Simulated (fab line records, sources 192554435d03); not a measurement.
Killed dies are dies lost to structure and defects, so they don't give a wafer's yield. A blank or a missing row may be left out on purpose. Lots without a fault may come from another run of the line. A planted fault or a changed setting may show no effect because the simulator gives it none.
fab line records | flow n5_finfet
record lots=11 wafers=32 last_day=18
route steps=1938 shown BEOL_M1@752 BEOL_M4@1111
lots that met no fault: from a run of the same line without faults
start_h: hours from the record's first day to the start of the lot's first wafer shown | wait_h: hours since the lot's step before | " the same as in the row above | L1.1+2: a row that stands for several wafers | - no value, or no start given | * or withheld: withheld | < > ~ a bound
route shown NAME@n: a module of which the file shows steps, and the number in the route of the first | usual: mean/standard deviation of fault-free wafers | same: alike in all rows | chamber/n: place in a boat | sites: the reading at each site | _std_site: their standard deviation | _edge_site: outer sites' mean less inner sites' | radius_mm: how far each site lies from the wafer's centre | mask NAME#n: copy n | behind: the tool/chamber that last shaped the wafer | hold: why the lot was held/for how many hours/how that ended | device: the transistor (n, p or np) that didn't switch | end of line: the same wafers' tests at the end of the route | a step without rows: its recipe alone | killed: dies lost to structure and defects at the first sort, not the wafer's yield | map: a wafer's dies, x killed, . not, _ none there
set.NAME: the setting as run; set.NAME@STEP: as run at that earlier step | model.NAME: the simulator's own value behind a step, which no gauge read
steps of the route over a sample of lots; a table a step, a row a wafer
## steps
# step N5_BEOL_M1_THK_MEAS_01
# recipe reads=SiOC_of_BEOL_M1_ILD_DEP_00
# usual M1_ILD_THK=79.1/1.1
# columns lot.wafer tool chamber start_h wait_h M1_ILD_THK[nm]
L671.4 film_metro-02 - 121.28 0.0 81.6
L671.5 " - " " 81.4
L671.6 " - " " 78.8
L676.3 film_metro-01 - 152.00 0.1 77.3
L676.4 " - " " 79.1
L676.6 " - " " 79.5
L678.1 film_metro-02 - 166.79 0.0 78.4
L678.3 " - " " 79.3
L678.5 " - " " 79.5
L683.1 film_metro-02 - 193.53 0.0 78.6
L683.4 " - " " 79.8
L683.5 " - " " 80.9
L686.3 film_metro-02 - 213.09 0.1 78.2
L686.4 " - " " 79.0
L686.6 " - " " 80.4
L690.1 film_metro-01 - 228.28 0.0 79.2
L690.2 " - " " 78.9
L690.5 " - " " 80.2
L689.2 film_metro-01 - 228.66 0.1 78.5
L689.4 " - " " 79.0
L689.6 " - " " 79.4
L691.1 film_metro-01 - 244.95 0.0 79.1
L691.2 " - " " 78.5
L691.6 " - " " 79.6
L692.1 film_metro-01 - 251.51 0.0 77.2
L692.3 " - " " 77.9
L693.1 film_metro-01 - 251.99 0.1 78.4
L693.2 " - " " 76.5
L693.3 " - " " 76.9
L694.2 film_metro-01 - 264.14 0.1 79.0
L694.4 " - " " 80.5
L694.6 " - " " 78.9
# step N5_BEOL_M1_COAT_05
# recipe resist=CAR-EUV spin_rpm=1500 resist_thk_nm=30
# usual spin_speed_rpm=1500.0/1.1
# columns lot.wafer tool chamber start_h wait_h spin_speed_rpm
L671.4 litho_track-02 0 122.32 - 1498.3
L671.5 " 0 " " 1500.2
L671.6 " 0 " " 1499.3
L676.3 litho_track-02 0 152.72 - 1499.5
L676.4 " 0 " " 1501.3
L676.6 " 0 " " 1500.4
L678.1 litho_track-02 0 167.14 - 1545.0
L678.3 " 0 " " 1543.1
L678.5 " 0 " " 1545.5
L683.1 litho_track-02 0 194.51 - 1543.4
L683.4 " 0 " " 1542.8
L683.5 " 0 " " 1543.5
L686.3 litho_track-04 0 213.32 - 1498.9
L686.4 " 0 " " 1500.6
L686.6 " 0 " " 1498.3
L690.1 litho_track-04 0 229.24 - 1501.1
L690.2 " 0 " " 1500.7
L690.5 " 0 " " 1500.6
L689.2 litho_track-04 0 229.46 - 1501.3
L689.4 " 0 " " 1497.9
L689.6 " 0 " " 1499.3
L691.1 litho_track-03 0 246.67 - 1498.7
L691.2 " 0 " " 1499.8
L691.6 " 0 " " 1499.6
L692.1 litho_track-04 0 253.01 - 1500.4
L692.3 " 0 " " 1502.3
L693.1 litho_track-02 0 253.21 - 1500.0
L693.2 " 0 " " 1500.0
L693.3 " 0 " " 1499.0
L694.2 litho_track-03 0 265.45 - 1501.8
L694.4 " 0 " " 1501.0
L694.6 " 0 " " 1500.7
# step N5_BEOL_M1_CD_MEAS_11
# recipe target_cd_nm=17.05 landing_energy_ev=500 detector=se_inlens polarity=opening
# usual cd_nm=17.15/0.25
# columns lot.wafer tool chamber start_h wait_h cd_nm
L671.4 cd_sem-01 0 122.71 - 17.02
L671.5 " 0 " " 17.02
L671.6 " 0 " " 17.27
L676.3 cd_sem-01 0 152.97 - 17.12
L676.4 " 0 " " 17.24
L676.6 " 0 " " 17.68
L678.1 cd_sem-02 0 167.39 - 17.13
L678.3 " 0 " " 16.51
L678.5 " 0 " " 16.98
L683.1 cd_sem-02 0 194.92 - 17.53
L683.4 " 0 " " 17.06
L683.5 " 0 " " 17.13
L686.3 cd_sem-02 0 213.60 - 17.56
L686.4 " 0 " " 17.34
L686.6 " 0 " " 17.24
L690.1 cd_sem-02 0 229.65 - 17.76
L690.2 " 0 " " 17.07
L690.5 " 0 " " 17.33
L689.2 cd_sem-03 0 229.72 - 17.72
L689.4 " 0 " " 17.33
L689.6 " 0 " " 17.31
L691.1 cd_sem-01 0 246.93 - 17.21
L691.2 " 0 " " 16.92
L691.6 " 0 " " 17.31
L692.1 cd_sem-03 0 253.26 - 17.56
L692.3 " 0 " " 17.08
L693.1 cd_sem-01 0 253.46 - 16.61
L693.2 " 0 " " 17.09
L693.3 " 0 " " 17.03
L694.2 cd_sem-03 0 265.83 - 17.40
L694.4 " 0 " " 17.07
L694.6 " 0 " " 17.38
# step N5_BEOL_M1_OVL_MEAS_12
# recipe points_per_wafer=522
# usual M1_OVL=0.4/0.64
# columns lot.wafer tool chamber start_h wait_h M1_OVL[nm]
L671.4 overlay-01 0 122.75 0.0 1.0
L671.5 " 0 " " 0.7
L671.6 " 0 " " 0.8
L676.3 overlay-02 0 153.01 0.0 0.6
L676.4 " 0 " " 0.2
L676.6 " 0 " " 0.7
L678.1 overlay-01 0 167.42 0.0 0.5
L678.3 " 0 " " 0.0
L678.5 " 0 " " 0.8
L683.1 overlay-01 0 194.95 0.0 1.1
L683.4 " 0 " " 0.4
L683.5 " 0 " " 0.4
L686.3 overlay-01 0 213.64 0.0 -0.6
L686.4 " 0 " " 0.3
L686.6 " 0 " " -0.2
L690.1 overlay-02 0 229.68 0.0 0.4
L690.2 " 0 " " -0.3
L690.5 " 0 " " 0.3
L689.2 overlay-02 0 229.75 0.0 1.0
L689.4 " 0 " " 0.6
L689.6 " 0 " " 1.3
L691.1 overlay-02 0 246.96 0.0 0.3
L691.2 " 0 " " 0.2
L691.6 " 0 " " 0.9
L692.1 overlay-01 0 253.29 0.0 0.1
L692.3 " 0 " " 0.1
L693.1 overlay-01 0 253.49 0.0 1.5
L693.2 " 0 " " 0.4
L693.3 " 0 " " 0.2
L694.2 overlay-02 0 265.87 0.0 0.1
L694.4 " 0 " " -0.8
L694.6 " 0 " " 1.2
# step N5_BEOL_M4_RC_MEAS_101
# usual DIBL_N=36.5/1.8 DIBL_P=36.5/2.1 IOFF_N=0.17/0.031 IOFF_P=0.22/0.036 ION_N=677/11 ION_P=463/8 SS_N=71.6/0.61 SS_P=73.3/0.63 VT_N=249/3.1 VT_P=-250/3.3
# columns lot.wafer tool chamber start_h wait_h DIBL_N[mV/V] DIBL_P[mV/V] IOFF_N[nA/um] IOFF_P[nA/um] ION_N[uA/um] ION_P[uA/um] SS_N[mV/dec] SS_P[mV/dec] VT_N[mV] VT_P[mV]
L671.4 prober-02 0 166.55 0.5 33.8 32.6 0.12 0.15 655 446 71.0 72.9 253 -257
L671.5 " 0 " " 35.2 34.7 0.15 0.20 672 457 71.0 73.3 248 -250
L671.6 " 0 " " 33.9 32.7 0.13 0.16 659 447 70.7 71.9 253 -255
L676.3 prober-01 0 202.24 0.3 38.5 38.5 0.21 0.26 694 476 72.0 73.7 242 -245
L676.4 " 0 " " 34.7 34.7 0.14 0.20 681 468 71.0 72.8 250 -248
L676.6 " 0 " " 36.1 35.5 0.15 0.20 679 469 71.7 73.1 250 -249
L678.1 prober-01 0 211.96 0.0 36.8 35.8 0.16 0.21 675 460 71.4 73.3 248 -249
L678.3 " 0 " " 33.8 32.8 0.12 0.16 673 459 71.0 72.4 251 -254
L678.5 " 0 " " 35.6 34.7 0.15 0.19 670 461 71.0 72.5 249 -248
L683.1 prober-01 0 243.41 0.0 36.8 35.4 0.17 0.22 663 456 71.9 73.8 250 -248
L683.4 " 0 " " 37.6 35.9 0.19 0.24 664 454 72.6 73.5 248 -249
L683.5 " 0 " " 34.3 33.2 0.14 0.20 667 457 71.6 72.9 250 -249
L686.3 prober-01 0 265.26 0.3 38.7 39.2 0.20 0.24 682 463 71.7 74.4 247 -250
L686.4 " 0 " " 36.5 36.5 0.16 0.19 671 458 71.4 73.7 250 -252
L686.6 " 0 " " 37.8 38.0 0.18 0.21 691 462 71.4 73.2 250 -254
L690.1 prober-02 0 274.38 0.0 37.5 38.0 0.20 0.29 688 475 72.0 73.8 246 -242
L690.2 " 0 " " 36.0 36.8 0.18 0.27 694 482 71.0 73.5 246 -243
L690.5 " 0 " " 36.7 37.7 0.19 0.30 692 478 71.7 73.9 248 -241
L689.2 prober-02 0 277.49 0.2 38.7 39.5 0.19 0.25 680 469 71.8 73.7 247 -249
L689.4 " 0 " " 35.6 35.4 0.13 0.19 669 461 71.8 73.0 253 -252
L689.6 " 0 " " 38.0 37.7 0.17 0.22 669 460 72.6 73.1 249 -249
L691.1 prober-01 0 306.24 0.0 35.3 37.2 0.15 0.20 679 467 70.5 73.8 250 -252
L691.2 " 0 " " 34.3 35.6 0.13 0.18 677 464 71.4 73.4 251 -252
L691.6 " 0 " " 34.7 36.1 0.14 0.19 675 465 71.3 73.8 250 -250
L692.1 prober-02 0 309.07 0.0 33.1 32.2 0.11 0.17 649 458 70.5 72.9 253 -252
L692.3 " 0 " " 36.2 36.9 0.17 0.22 664 463 72.0 72.4 251 -249
L693.1 prober-02 0 312.77 0.0 36.9 37.0 0.17 0.25 673 465 71.8 73.1 247 -246
L693.2 " 0 " " 38.9 39.9 0.21 0.29 687 476 72.7 73.8 247 -243
L693.3 " 0 " " 35.3 35.8 0.16 0.22 683 472 71.2 72.8 250 -248
L694.2 prober-01 0 335.20 0.2 37.0 35.4 0.15 0.20 662 456 72.7 72.6 253 -251
L694.4 " 0 " " 40.1 39.8 0.20 0.28 673 465 72.6 74.4 251 -245
L694.6 " 0 " " 38.5 38.1 0.18 0.25 667 461 71.9 73.8 248 -247
## key
first_sign step=N5_BEOL_M1_COAT_05 reading=spin_speed_rpm direction=up sigmas=40 usual=* struck=*
effect none on later readings
met_at N5_BEOL_M1_COAT_05
struck_lots L678,L683
not_acting_at N5_BEOL_M1_THK_MEAS_01,N5_BEOL_M1_CD_MEAS_11,N5_BEOL_M1_OVL_MEAS_12
onset_between 152.72 167.14
fault kind=process_parameter_drift tool=litho_track-02 chamber=- onset_h=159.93 steps=N5_BEOL_M1_COAT_05 channel=spin_rpm offset=* shape=step end_h=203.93 acts_in=* stated=*
